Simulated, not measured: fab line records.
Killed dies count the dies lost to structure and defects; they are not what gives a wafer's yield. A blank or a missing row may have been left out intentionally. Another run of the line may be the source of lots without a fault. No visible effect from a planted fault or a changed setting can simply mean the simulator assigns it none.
Problem report in the 8D (eight disciplines) form, filled by code ; flow n5_finfet ; the parts of the form that need people (team, actions taken, sign-off) are left out

1. THE ISSUE
Mean of killed_at_other at N5_PASSIVATION_PROBE_49: 1072.0 across 3 wafers in 2 lots; on wafers with no fault it is 3.7 (standard deviation 2.8). That is +99 or more standard deviations from the usual mean.
Seen first at day 15 11:35 on prober-01, wafer L686.3. The record has a number at this step for 5 wafers belonging to 2 lots. Rule for "out" (also "out of limits"): further than 4 standard deviations from the usual mean. The other wafers with a number count as sound.

2. WHAT IT IS, WHAT IT ISN'T
question;is;is not
which readings at this step;killed_at_other, defect_limited_yield, killed_dies, killed_on_rim, sort_n_pass, sort_yield_pct;killed_at_M0_to_M3, killed_at_M4_up, killed_at_contacts, killed_at_front_end, sort_bin_6_memory
which lots;L686, L690;-
which wafers of those lots;L686.3, L690.1, L690.3;L686.2, L686.6
read on which tools;prober-01, prober-02;-
when;from day 15 11:35;"up to then (1 sound wafer); but 1 sound wafer of L686 came after"

3. WHAT RULES OUT EACH SUSPECT
Counting: a tool at a process step up to the reading stays a suspect if it ran every lot that is out. Sound lots after the first of them don't rule it out here, since some wafers of a struck lot are sound.
- pvd_sputter-01 at N5_MIM_TOP_DEGAS_04 (time 60 s): kept. It ran every lot that is out, first L686 (day 14 19:44).
- pvd_sputter-01 at N5_MIM_TOP_SPUTTER_03 (material TiN, target thk 35 nm, time 89.7 s): kept. It ran every lot that is out, first L686 (day 14 19:46).
Remaining after the count are pvd_sputter-01 at N5_MIM_TOP_DEGAS_04 and pvd_sputter-01 at N5_MIM_TOP_SPUTTER_03.

4. THE CAUSE (what the simulator had put in)
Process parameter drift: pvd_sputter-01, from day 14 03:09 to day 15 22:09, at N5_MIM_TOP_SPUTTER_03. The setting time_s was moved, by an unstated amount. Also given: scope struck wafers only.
2 suspects survive the count, and this tool is in that group.

5. THE CHAIN OF EFFECTS, in route order
One row per reading whose mean, taken over the struck wafers that have a number, lies over 3 standard deviations from the usual. Readings are gone through only where the record gives a usual standard deviation; hours: the median, over the lots, of the time from a lot's start at the first step in this table giving one to that lot's start at this step; sigmas: the change measured in usual standard deviations.
hours;step;reading;usual;on struck wafers;change;sigmas
0;N5_PASSIVATION_PROBE_49;defect_limited_yield;91.5 %;0.0;-91.5;-70
0;N5_PASSIVATION_PROBE_49;killed_at_other;3.7;1072.0;+1068.3;+99 or more
0;N5_PASSIVATION_PROBE_49;killed_dies;101;1180;+1079;+67
0;N5_PASSIVATION_PROBE_49;killed_on_rim;13;152;+139;+41
0;N5_PASSIVATION_PROBE_49;sort_n_pass;1079;0;-1079;-67
0;N5_PASSIVATION_PROBE_49;sort_yield_pct;91.5 %;0.0;-91.5;-70
Its process steps:
- N5_PASSIVATION_PROBE_49

6. HOW IT WOULD HAVE BEEN CAUGHT EARLIER
In this record no reading fell out of limits until day 15 11:35, 32 hours after the fault had begun at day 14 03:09.
No tool reading at N5_MIM_TOP_SPUTTER_03 that has a usual standard deviation in the record was out on any struck wafer, so an alarm limit of 4 standard deviations on those readings would not have fired.
Among the 2 lots that are out, L690 began N5_MIM_TOP_SPUTTER_03 on pvd_sputter-01 after day 15 11:35. Holding the tool at that time would have saved it.
